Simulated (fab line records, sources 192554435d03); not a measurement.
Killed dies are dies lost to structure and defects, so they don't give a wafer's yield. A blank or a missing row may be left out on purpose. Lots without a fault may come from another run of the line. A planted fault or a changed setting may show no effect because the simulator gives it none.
fab line records | flow n5_finfet
record lots=7 wafers=21
route steps=1938 shown HKMG_FIN@402 GATE_CUT@480 MOL_CONTACT_COAG@523
start_h: hours from the record's first day to the start of the lot's first wafer shown | wait_h: hours since the lot's step before | " the same as in the row above | L1.1+2: a row that stands for several wafers | - no value, or no start given | * or withheld: withheld | < > ~ a bound
route shown NAME@n: a module of which the file shows steps, and the number in the route of the first | usual: mean/standard deviation of fault-free wafers | same: alike in all rows | chamber/n: place in a boat | sites: the reading at each site | _std_site: their standard deviation | _edge_site: outer sites' mean less inner sites' | radius_mm: how far each site lies from the wafer's centre | mask NAME#n: copy n | behind: the tool/chamber that last shaped the wafer | hold: why the lot was held/for how many hours/how that ended | device: the transistor (n, p or np) that didn't switch | end of line: the same wafers' tests at the end of the route | a step without rows: its recipe alone | killed: dies lost to structure and defects at the first sort, not the wafer's yield | map: a wafer's dies, x killed, . not, _ none there
set.NAME: the setting as run; set.NAME@STEP: as run at that earlier step | model.NAME: the simulator's own value behind a step, which no gauge read
lots whose settings were changed on purpose; a table a step, a row a wafer
## steps
# step N5_HKMG_FIN_ETCH_54
# recipe chemistry=CF4 target=SiARC target_depth_a=455 mask_material=CAR-ArF time_s=75.8 ion_energy_ev=80 pressure_mtorr=40 source_w=545 bias_w=36 Ar_flow_sccm=100 cf4_flow_sccm=100 ends=cleared
# usual etch_rf_on_time_s=75.0/1.8 rf_vpp_V=183.8/1.1
# columns lot.wafer tool chamber start_h wait_h set.source_w set.dose_mj@HKMG_FIN_EXPOSE_46 etch_rf_on_time_s rf_vpp_V model.HKMG_FIN.cd_offset_nm
L080.2 rie_diel-06 3 108.51 0.0 545 40 76.3 181.7 0.8
L080.4 " 0 " " 545 40 78.2 185.1 -0.4
L080.6 " 1 " " 545 40 74.8 184.1 -0.6
L082.1 rie_diel-03 0 122.01 0.0 475 40 83.0 191.4 1.6
L082.2 " 3 " " 475 40 85.0 191.8 1.4
L082.3 " 2 " " 545 38.02 73.9 183.3 -2.2
L083.1 rie_diel-05 1 126.86 0.0 545 40 76.0 183.5 -0.8
L083.2 " 0 " " 545 40 74.3 184.5 0.4
L083.5 " 2 " " 458.9 42.96 86.6 197.4 4.4
L086.1 rie_diel-06 3 144.49 0.0 598.1 38.54 70.2 177.2 -1.8
L086.3 " 0 " " 545 38.54 78.8 183.3 -2
L086.6 " 3 " " 598.1 40 69.6 178.2 0.2
L090.2 rie_diel-05 2 168.32 0.0 545 40 76.0 185.7 0
L090.4 " 0 " " 545 40 74.7 184.7 0
L090.6 " 1 " " 596.4 40 70.9 177.7 1
L091.2 rie_diel-03 2 173.09 0.0 545 40 73.1 183.4 -0.8
L091.4 " 1 " " 545 40 72.9 183.9 -1.8
L091.6 " 3 " " 545 40 76.1 183.1 0
L094.3 rie_diel-06 3 196.32 0.0 545 38.12 76.3 181.5 -4.2
L094.5 " 1 " " 601.9 38.12 67.4 176.7 -2.8
L094.6 " 0 " " 545 38.12 78.3 185.1 -4
# step N5_HKMG_FIN_ETCH_55
# recipe chemistry=N2/H2 target=SOC target_depth_a=2400 temp_c=40 time_s=300 ion_energy_ev=200 mask_material=SiARC pressure_mtorr=30 source_w=840 bias_w=150 n2_flow_sccm=200 h2_flow_sccm=200
# columns lot.wafer tool chamber start_h wait_h set.dose_mj@HKMG_FIN_EXPOSE_46 model.HKMG_FIN.cd_offset_nm
L080.2 rie_diel-06 3 108.57 0.0 40 0.2
L080.4 " 0 " " 40 -0.6
L080.6 " 1 " " 40 -1.2
L082.1+2 rie_diel-03 0,3 122.07 0.0 40 1.6
L082.3 " 2 " " 38.02 -1.4
L083.1 rie_diel-05 1 126.91 0.0 40 -1.2
L083.2 " 0 " " 40 0.4
L083.5 " 2 " " 42.96 4.6
L086.1 rie_diel-06 3 144.55 0.0 38.54 -1.8
L086.3 " 0 " " 38.54 -2.4
L086.6 " 3 " " 40 0.4
L090.2 rie_diel-05 2 168.38 0.0 40 0.4
L090.4 " 0 " " 40 -0.4
L090.6 " 1 " " 40 1
L091.2 rie_diel-03 2 173.15 0.0 40 0
L091.4 " 1 " " 40 -1.6
L091.6 " 3 " " 40 0.4
L094.3 rie_diel-06 3 196.37 0.0 38.12 -4.8
L094.5 " 1 " " 38.12 -3
L094.6 " 0 " " 38.12 -4
# step N5_GATE_CUT_COAT_27
# recipe resist=underlayer temp_c=205 time_s=60 spin_rpm=1500 resist_thk_nm=10
# columns lot.wafer tool chamber start_h wait_h set.spin_rpm model.underlayer_of_GATE_CUT_COAT_27.thk_nm
L080.2 litho_track-05 0 - - 1367 10.4
L080.4+6 " 0 " " 1500 10
L082.1+2+3 litho_track-02 0 - - 1500 10
L083.1+5 litho_track-05 0 - - 1500 10
L083.2 " 0 " " 1334 10.6
L086.1+6 litho_track-02 0 - - 1500 10
L086.3 " 0 " " 1339 10.6
L090.2 litho_track-02 0 - - 1606 9.8
L090.4+6 " 0 " " 1500 10
L091.2+4+6 litho_track-04 0 - - 1500 10
L094.3+6 litho_track-05 0 - - 1500 10
L094.5 " 0 " " 1630 9.6
# step N5_GATE_CUT_COAT_07
# recipe resist=CAR-EUV spin_rpm=1500 resist_thk_nm=30
# step N5_GATE_CUT_EBR_09
# recipe solvent=PGMEA ebr_width_mm=1.5
# step N5_GATE_CUT_DESCUM_18
# recipe chemistry=O2 time_s=7 source_power_w=50 bias_power_w=20 pressure_mtorr=20 rf_frequency_hz=2.712e+07 temp_c=40 resist=CAR-EUV o2_flow_sccm=225
# step N5_GATE_CUT_ETCH_28
# recipe chemistry=N2/H2 target=underlayer target_depth_a=130 mask_material=CAR-EUV time_s=10.4 ion_energy_ev=200 pressure_mtorr=30 source_w=840 bias_w=150 n2_flow_sccm=200 h2_flow_sccm=200 ends=cleared
# columns lot.wafer tool chamber start_h wait_h set.spin_rpm@GATE_CUT_COAT_27 model.CAR-EUV_of_GATE_CUT_COAT_07.thk_nm model.etch.depth_nm
L080.2 rie_diel-02 0 121.29 0.0 1367 14.2 10.45
L080.4 " 1 " " 1500 14.6 10
L080.6 " 0 " " 1500 14.8 9.941
L082.1 rie_diel-01 3 133.46 0.0 1500 14.6 10.03
L082.2 " 0 " " 1500 14.6 10.01
L082.3 " 2 " " 1500 14.4 10.05
L083.1 rie_diel-01 3 138.37 0.0 1500 14.4 10.02
L083.2 " 2 " " 1334 13.8 10.57
L083.5 " 0 " " 1500 14.4 10.06
L086.1 rie_diel-01 0 156.94 0.0 1500 14.4 10.01
L086.3 " 3 " " 1339 13.8 10.6
L086.6 " 0 " " 1500 14.4 10.02
L090.2 rie_diel-02 0 180.24 0.0 1606 14.8 9.704
L090.4 " 1 " " 1500 14.6 10.03
L090.6 " 3 " " 1500 14.6 10.02
L091.2 rie_diel-01 3 185.94 0.0 1500 14.6 10.02
L091.4 " 2 " " 1500 14.4 10.01
L091.6 " 2 " " 1500 14.6 10.04
L094.3 rie_diel-01 0 208.68 0.0 1500 14.4 10.01
L094.5 " 3 " " 1630 15 9.598
L094.6 " 0 " " 1500 14.4 10.02
# step N5_GATE_CUT_ETCH_36
# recipe chemistry=CF4 target=SiARC target_depth_a=130 mask_material=CAR-EUV time_s=21.7 ion_energy_ev=80 pressure_mtorr=40 source_w=545 bias_w=36 Ar_flow_sccm=100 cf4_flow_sccm=100 ends=cleared
# columns lot.wafer tool chamber start_h wait_h set.cf4_flow_sccm set.spin_rpm@GATE_CUT_COAT_27 model.CAR-EUV_of_GATE_CUT_COAT_07.thk_nm
L080.2 rie_diel-02 0 121.31 0.0 100 1367 6.4
L080.4+6 " 1,0 " " 100 1500 7
L082.1+2+3 rie_diel-01 3,0,2 133.48 0.0 100 1500 6.8
L083.1 rie_diel-01 3 138.39 0.0 79.94 1500 6.8
L083.2 " 2 " " 100 1334 6.2
L083.5 " 0 " " 100 1500 6.6
L086.1 rie_diel-01 0 156.96 0.0 88.47 1500 6.8
L086.3 " 3 " " 88.47 1339 6.2
L086.6 " 0 " " 100 1500 6.8
L090.2 rie_diel-02 0 180.26 0.0 81.21 1606 7.2
L090.4+6 " 1,3 " " 100 1500 6.8
L091.2+4+6 rie_diel-01 3,2,2 185.96 0.0 100 1500 6.8
L094.3 rie_diel-01 0 208.70 0.0 90.8 1500 6.8
L094.5 " 3 " " 100 1630 7.2
L094.6 " 0 " " 100 1500 6.8
# step N5_MOL_CONTACT_COAG_EXPOSE_05
# recipe mask_id=CA na=0.33 source_shape=annular sigma_inner=0.4 sigma_outer=0.8 polarization=unpolarized defocus_nm=0 dose_mj=38.25
# columns lot.wafer tool chamber start_h wait_h mask set.dose_mj
L080.2+4 euv_scanner-01 0 125.22 - CA#0 35.53
L080.6 " 0 " " CA#0 38.25
L082.1+2+3 euv_scanner-02 0 137.09 - CA#0 38.25
L083.1+2 euv_scanner-02 0 142.56 - CA#0 38.25
L083.5 " 0 " " CA#0 39.09
L086.1 euv_scanner-02 0 160.60 - CA#0 39.11
L086.3+6 " 0 " " CA#0 38.25
L090.2 euv_scanner-01 0 183.74 - CA#0 40.63
L090.4+6 " 0 " " CA#0 38.25
L091.2+4+6 euv_scanner-01 0 189.50 - CA#0 38.25
L094.3+6 euv_scanner-02 0 212.24 - CA#0 38.25
L094.5 " 0 " " CA#0 40.89
# step N5_MOL_CONTACT_COAG_PEB_06
# recipe peb_temp_c=100 peb_time_s=60 resist=CAR-EUV
# step N5_MOL_CONTACT_COAG_DEVELOP_07
# recipe develop_time_s=30 developer=TMAH resist=CAR-EUV rinse_liquid=surfactant_rinse dry=air_spin dev_temp_c=23
# step N5_MOL_CONTACT_COAG_CD_MEAS_08
# recipe target_cd_nm=28 landing_energy_ev=500 detector=se_inlens polarity=opening
# usual cd_nm=27.99/0.25
# columns lot.wafer tool chamber start_h wait_h set.dose_mj@MOL_CONTACT_COAG_EXPOSE_05 cd_nm
L080.2 cd_sem-03 0 125.35 - 35.53 26.03
L080.4 " 0 " " 35.53 26.47
L080.6 " 0 " " 38.25 27.99
L082.1 cd_sem-03 0 137.22 - 38.25 28.05
L082.2 " 0 " " 38.25 27.72
L082.3 " 0 " " 38.25 27.65
L083.1 cd_sem-02 0 142.69 - 38.25 27.99
L083.2 " 0 " " 38.25 27.88
L083.5 " 0 " " 39.09 28.38
L086.1 cd_sem-02 0 160.73 - 39.11 28.43
L086.3 " 0 " " 38.25 27.98
L086.6 " 0 " " 38.25 28.18
L090.2 cd_sem-02 0 183.87 - 40.63 29.40
L090.4 " 0 " " 38.25 27.90
L090.6 " 0 " " 38.25 28.39
L091.2 cd_sem-03 0 189.62 - 38.25 28.06
L091.4 " 0 " " 38.25 27.97
L091.6 " 0 " " 38.25 28.07
L094.3 cd_sem-01 0 212.35 - 38.25 27.29
L094.5 " 0 " " 40.89 29.03
L094.6 " 0 " " 38.25 28.08
# step N5_MOL_CONTACT_COAG_DESCUM_13
# recipe chemistry=O2 time_s=7 source_power_w=50 bias_power_w=20 pressure_mtorr=20 rf_frequency_hz=2.712e+07 temp_c=40 resist=CAR-EUV o2_flow_sccm=225
# step N5_MOL_CONTACT_COAG_ETCH_59
# recipe chemistry=N2/H2 target=underlayer target_depth_a=130 mask_material=CAR-EUV time_s=10.4 ion_energy_ev=200 pressure_mtorr=30 source_w=840 bias_w=150 n2_flow_sccm=200 h2_flow_sccm=200 ends=cleared
# columns lot.wafer tool chamber start_h wait_h set.dose_mj@MOL_CONTACT_COAG_EXPOSE_05 model.MOL_CONTACT_COAG.cd_offset_nm
L080.2 rie_diel-03 2 125.58 0.0 35.53 -1.6
L080.4 " 2 " " 35.53 -1.8
L080.6 " 3 " " 38.25 -0.2
L082.1+3 rie_diel-05 0,2 137.37 0.0 38.25 0
L082.2 " 1 " " 38.25 -0.2
L083.1 rie_diel-06 0 142.93 0.0 38.25 0
L083.2 " 1 " " 38.25 -0.2
L083.5 " 0 " " 39.09 0.4
L086.1 rie_diel-05 1 161.02 0.0 39.11 0.6
L086.3 " 3 " " 38.25 0.4
L086.6 " 1 " " 38.25 0
L090.2 rie_diel-06 0 184.36 0.0 40.63 1.4
L090.4+6 " 3,2 " " 38.25 0
L091.2+6 rie_diel-06 2 189.78 0.0 38.25 0
L091.4 " 0 " " 38.25 -0.2
L094.3 rie_diel-05 3 212.51 0.0 38.25 0
L094.5 " 0 " " 40.89 1.2
L094.6 " 3 " " 38.25 0.2
# step N5_MOL_CONTACT_COAG_ETCH_105
# recipe chemistry=CF4 target=SiARC target_depth_a=156 mask_material=CAR-EUV time_s=26 ion_energy_ev=80 pressure_mtorr=40 source_w=545 bias_w=36 Ar_flow_sccm=100 cf4_flow_sccm=100 ends=cleared
# columns lot.wafer tool chamber start_h wait_h set.dose_mj@MOL_CONTACT_COAG_EXPOSE_05 model.MOL_CONTACT_COAG.cd_offset_nm
L080.2 rie_diel-03 2 125.60 0.0 35.53 -1.6
L080.4 " 2 " " 35.53 -1.8
L080.6 " 3 " " 38.25 0
L082.1+3 rie_diel-05 0,2 137.39 0.0 38.25 0
L082.2 " 1 " " 38.25 -0.4
L083.1 rie_diel-06 0 142.95 0.0 38.25 -0.2
L083.2 " 1 " " 38.25 -0.4
L083.5 " 0 " " 39.09 0.4
L086.1 rie_diel-05 1 161.04 0.0 39.11 0.4
L086.3 " 3 " " 38.25 0.4
L086.6 " 1 " " 38.25 0
L090.2 rie_diel-06 0 184.38 0.0 40.63 1.2
L090.4+6 " 3,2 " " 38.25 0
L091.2+4+6 rie_diel-06 2,0,2 189.80 0.0 38.25 0
L094.3 rie_diel-05 3 212.53 0.0 38.25 0
L094.5 " 0 " " 40.89 1
L094.6 " 3 " " 38.25 0.2
# step N5_MOL_CONTACT_COAG_ETCH_106
# recipe chemistry=N2/H2 target=SOC target_depth_a=800 overetch_a=160 mask_material=SiARC temp_c=40 time_s=120 ion_energy_ev=200 pressure_mtorr=30 source_w=840 bias_w=150 n2_flow_sccm=200 h2_flow_sccm=200
# columns lot.wafer tool chamber start_h wait_h set.dose_mj@MOL_CONTACT_COAG_EXPOSE_05 model.MOL_CONTACT_COAG.cd_offset_nm
L080.2 rie_diel-03 2 125.62 0.0 35.53 -1.4
L080.4 " 2 " " 35.53 -1.8
L080.6 " 3 " " 38.25 -0.2
L082.1 rie_diel-05 0 137.42 0.0 38.25 -0.2
L082.2+3 " 1,2 " " 38.25 -0.4
L083.1+2 rie_diel-06 0,1 142.98 0.0 38.25 -0.4
L083.5 " 0 " " 39.09 0.2
L086.1 rie_diel-05 1 161.07 0.0 39.11 0.4
L086.3 " 3 " " 38.25 0.6
L086.6 " 1 " " 38.25 0
L090.2 rie_diel-06 0 184.40 0.0 40.63 1.2
L090.4 " 3 " " 38.25 0.2
L090.6 " 2 " " 38.25 0
L091.2+6 rie_diel-06 2 189.82 0.0 38.25 0
L091.4 " 0 " " 38.25 -0.2
L094.3 rie_diel-05 3 212.56 0.0 38.25 0.4
L094.5 " 0 " " 40.89 1
L094.6 " 3 " " 38.25 0.2
# step N5_MOL_CONTACT_COAG_STRIP_107
# recipe chemistry=N2/H2 temp_c=40 n2_flow_sccm=200 h2_flow_sccm=200 rf_frequency_hz=6e+07
# step N5_MOL_CONTACT_COAG_STRIP_108
# recipe chemistry=N2/H2 temp_c=40 n2_flow_sccm=200 h2_flow_sccm=200 rf_frequency_hz=6e+07
# step N5_MOL_CONTACT_COAG_CONTACT_ETCH_14
# recipe chemistry=C4F6/O2 target=SiO2 target_depth_a=275 overetch_a=85 mask_material=SOC pressure_mtorr=30 source_w=370 bias_w=185 Ar_flow_sccm=300 C4F6_flow_sccm=16 O2_flow_sccm=10 time_s=20 ion_energy_ev=259.6
# step N5_MOL_CONTACT_COAG_STRIP_109
# recipe chemistry=C4F6/O2 resist=SiARC rf_frequency_hz=6e+07
# step N5_MOL_CONTACT_COAG_ETCH_15
# recipe chemistry=CH3F/O2 target=SiNx target_depth_a=70 mask_material=SOC stop_on=Si:P over_etch_frac=0.75 ion_energy_ev=120 pressure_mtorr=30 source_w=395 bias_w=73 Ar_flow_sccm=150 CH3F_flow_sccm=30 O2_flow_sccm=20
# columns lot.wafer tool chamber start_h wait_h set.dose_mj@MOL_CONTACT_COAG_EXPOSE_05 model.MOL_CONTACT_COAG.cd_offset_nm
L080.2 rie_diel-03 2 125.76 0.0 35.53 -1.6
L080.4 " 2 " " 35.53 -2
L080.6 " 3 " " 38.25 -0.2
L082.1 rie_diel-05 0 137.56 0.0 38.25 -0.2
L082.2 " 1 " " 38.25 -0.6
L082.3 " 2 " " 38.25 -0.4
L083.1 rie_diel-06 0 143.11 0.0 38.25 -0.6
L083.2 " 1 " " 38.25 -0.4
L083.5 " 0 " " 39.09 0.2
L086.1 rie_diel-05 1 161.21 0.0 39.11 0.4
L086.3 " 3 " " 38.25 0.6
L086.6 " 1 " " 38.25 -0.2
L090.2 rie_diel-06 0 184.54 0.0 40.63 1.2
L090.4 " 3 " " 38.25 0.2
L090.6 " 2 " " 38.25 0
L091.2+4+6 rie_diel-06 2,0,2 189.96 0.0 38.25 -0.2
L094.3 rie_diel-05 3 212.69 0.0 38.25 0.4
L094.5 " 0 " " 40.89 1
L094.6 " 3 " " 38.25 0.2
# step N5_MOL_CONTACT_COAG_ALD_27
# recipe material=SiOC target_thk_a=170 temp_c=400 ald_precursor_family=carbosiloxane ald_co_reactant=H2-plasma pulse_time_s=1.5 time_s=2720 purge_time_s=2 co_reactant_purge_time_s=2 ald_cycles=340 pressure_torr=2
# columns lot.wafer tool chamber start_h wait_h set.ald_cycles model.SiOC_of_MOL_CONTACT_COAG_ALD_27.thk_nm
L080.2 ald_sin-01 3 133.44 0.0 360 18
L080.4 " 0 " " 360 18.2
L080.6 " 3 " " 340 17
L082.1 ald_sin-02 3 143.73 0.0 370 18.4
L082.2+3 " 2,0 " " 340 17
L083.1 ald_sin-01 2 149.68 0.7 355 17.6
L083.2 " 0 " " 340 16.8
L083.5 " 2 " " 340 17
L086.1+3+6 ald_sin-02 1,2,3 167.49 0.0 340 17
L090.2+6 ald_sin-01 2 189.50 0.0 340 17
L090.4 " 0 " " 365 18.2
L091.2 ald_sin-01 3 196.34 0.0 340 17
L091.4+6 " 0 " " 340 16.8
L094.3+5 ald_sin-02 1,3 219.82 0.3 340 16.8
L094.6 " 2 " " 340 17
# step N5_MOL_CONTACT_COAG_EXPOSE_81
# recipe mask_id=VG na=0.33 source_shape=annular sigma_inner=0.3 sigma_outer=0.7 polarization=unpolarized defocus_nm=0 dose_mj=59.5
# columns lot.wafer tool chamber start_h wait_h mask set.dose_mj
L080.2+6 euv_scanner-01 0 136.41 - VG#0 59.5
L080.4 " 0 " " VG#0 63.17
L082.1+3 euv_scanner-02 0 146.40 - VG#0 56.73
L082.2 " 0 " " VG#0 59.5
L083.1+2+5 euv_scanner-02 0 152.28 - VG#0 59.5
L086.1+3 euv_scanner-01 0 170.30 - VG#0 59.5
L086.6 " 0 " " VG#0 56.01
L090.2+4 euv_scanner-02 0 192.83 - VG#0 59.5
L090.6 " 0 " " VG#0 55.49
L091.2+4+6 euv_scanner-01 0 199.07 - VG#0 59.5
L094.3+5 euv_scanner-02 0 222.63 - VG#0 57.17
L094.6 " 0 " " VG#0 59.5
# step N5_MOL_CONTACT_COAG_PEB_82
# recipe peb_temp_c=100 peb_time_s=60 resist=CAR-EUV
# step N5_MOL_CONTACT_COAG_DEVELOP_83
# recipe develop_time_s=30 developer=TMAH resist=CAR-EUV rinse_liquid=surfactant_rinse dry=air_spin dev_temp_c=23
# step N5_MOL_CONTACT_COAG_CD_MEAS_84
# recipe target_cd_nm=25.1 landing_energy_ev=500 detector=se_inlens polarity=opening
# usual cd_nm=25.07/0.25
# columns lot.wafer tool chamber start_h wait_h set.dose_mj@MOL_CONTACT_COAG_EXPOSE_81 cd_nm
L080.2 cd_sem-01 0 136.54 - 59.5 25.12
L080.4 " 0 " " 63.17 26.13
L080.6 " 0 " " 59.5 24.61
L082.1 cd_sem-02 0 146.55 - 56.73 24.19
L082.2 " 0 " " 59.5 25.26
L082.3 " 0 " " 56.73 24.21
L083.1 cd_sem-02 0 152.43 - 59.5 25.54
L083.2 " 0 " " 59.5 25.89
L083.5 " 0 " " 59.5 25.58
L086.1 cd_sem-02 0 170.44 - 59.5 24.90
L086.3 " 0 " " 59.5 24.59
L086.6 " 0 " " 56.01 23.46
L090.2 cd_sem-03 0 192.97 - 59.5 24.85
L090.4 " 0 " " 59.5 25.14
L090.6 " 0 " " 55.49 23.63
L091.2 cd_sem-03 0 199.21 - 59.5 24.83
L091.4 " 0 " " 59.5 24.89
L091.6 " 0 " " 59.5 25.22
L094.3 cd_sem-02 0 222.76 - 57.17 24.28
L094.5 " 0 " " 57.17 24.31
L094.6 " 0 " " 59.5 25.21
# step N5_MOL_CONTACT_COAG_PRECLEAN_144
# recipe chemistry=alkaline_clean temp_c=60 time_s=60 do_ppb=50
# step N5_MOL_CONTACT_COAG_SRD_145
# recipe dry=ipa_marangoni time_s=30 temp_c=23 rinse_liquid=diw
# step N5_MOL_CONTACT_COAG_CD_MEAS_137
# recipe target_cd_nm=16
# usual cd_nm=16.0/0.36
# columns lot.wafer tool chamber start_h wait_h set.dose_mj@MOL_CONTACT_COAG_EXPOSE_81 cd_nm
L080.2 cd_sem-02 - 137.48 0.0 59.5 15.9
L080.4 " - " " 63.17 16.8
L080.6 " - " " 59.5 15.2
L082.1 cd_sem-01 - 147.69 0.0 56.73 15.0
L082.2 " - " " 59.5 16.0
L082.3 " - " " 56.73 15.0
L083.1 cd_sem-02 - 153.66 0.0 59.5 16.7
L083.2 " - " " 59.5 16.3
L083.5 " - " " 59.5 16.4
L086.1 cd_sem-03 - 171.76 0.0 59.5 15.1
L086.3 " - " " 59.5 15.6
L086.6 " - " " 56.01 14.4
L090.2 cd_sem-03 - 194.20 0.0 59.5 16.4
L090.4 " - " " 59.5 16.4
L090.6 " - " " 55.49 14.4
L091.2 cd_sem-01 - 200.14 0.0 59.5 15.8
L091.4 " - " " 59.5 15.7
L091.6 " - " " 59.5 15.6
L094.3 cd_sem-02 - 223.96 0.0 57.17 15.2
L094.5 " - " " 57.17 14.9
L094.6 " - " " 59.5 16.1
## key
split step=N5_HKMG_FIN_ETCH_54 setting=source_w stated=545 by=wafer
response step=N5_HKMG_FIN_ETCH_54 reading=etch_rf_on_time_s change=* per=1% r=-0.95
response step=N5_HKMG_FIN_ETCH_54 reading=rf_vpp_V change=-0.724 per=1% r=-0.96
split step=N5_GATE_CUT_COAT_27 setting=spin_rpm stated=1500 by=wafer
response step=N5_GATE_CUT_COAT_27 reading=model.underlayer_of_GATE_CUT_COAT_27.thk_nm change=-0.0487 per=1% r=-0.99
response step=N5_GATE_CUT_ETCH_28 reading=model.CAR-EUV_of_GATE_CUT_COAT_07.thk_nm change=+0.0547 per=1% r=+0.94
response step=N5_GATE_CUT_ETCH_28 reading=model.etch.depth_nm change=-0.0503 per=1% r=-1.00
response step=N5_GATE_CUT_ETCH_36 reading=model.CAR-EUV_of_GATE_CUT_COAT_07.thk_nm change=+0.0534 per=1% r=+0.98
split step=N5_GATE_CUT_ETCH_36 setting=cf4_flow_sccm stated=100 by=wafer
response none clear
split step=N5_MOL_CONTACT_COAG_EXPOSE_05 setting=dose_mj stated=38.25 by=wafer
response step=N5_MOL_CONTACT_COAG_CD_MEAS_08 reading=cd_nm change=+0.213 per=1% r=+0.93
response step=N5_MOL_CONTACT_COAG_ETCH_59 reading=model.MOL_CONTACT_COAG.cd_offset_nm change=+0.197 per=1% r=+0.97
response step=N5_MOL_CONTACT_COAG_ETCH_105 reading=model.MOL_CONTACT_COAG.cd_offset_nm change=+0.189 per=1% r=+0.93
response step=N5_MOL_CONTACT_COAG_ETCH_106 reading=model.MOL_CONTACT_COAG.cd_offset_nm change=+0.158 per=1% r=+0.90
response step=N5_MOL_CONTACT_COAG_ETCH_15 reading=model.MOL_CONTACT_COAG.cd_offset_nm change=+0.171 per=1% r=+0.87
split step=N5_MOL_CONTACT_COAG_ALD_27 setting=ald_cycles stated=340 by=wafer
response step=N5_MOL_CONTACT_COAG_ALD_27 reading=model.SiOC_of_MOL_CONTACT_COAG_ALD_27.thk_nm change=+0.165 per=1% r=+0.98
split step=N5_MOL_CONTACT_COAG_EXPOSE_81 setting=dose_mj stated=59.5 by=wafer
response step=N5_MOL_CONTACT_COAG_CD_MEAS_84 reading=cd_nm change=+0.213 per=1% r=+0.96
response step=N5_MOL_CONTACT_COAG_CD_MEAS_137 reading=cd_nm change=+0.232 per=1% r=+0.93
split outside_this_file step=N5_HKMG_FIN_EXPOSE_46 setting=dose_mj
# split outside_this_file: this setting was split too, and the file shows its column; the key of that split is in another file
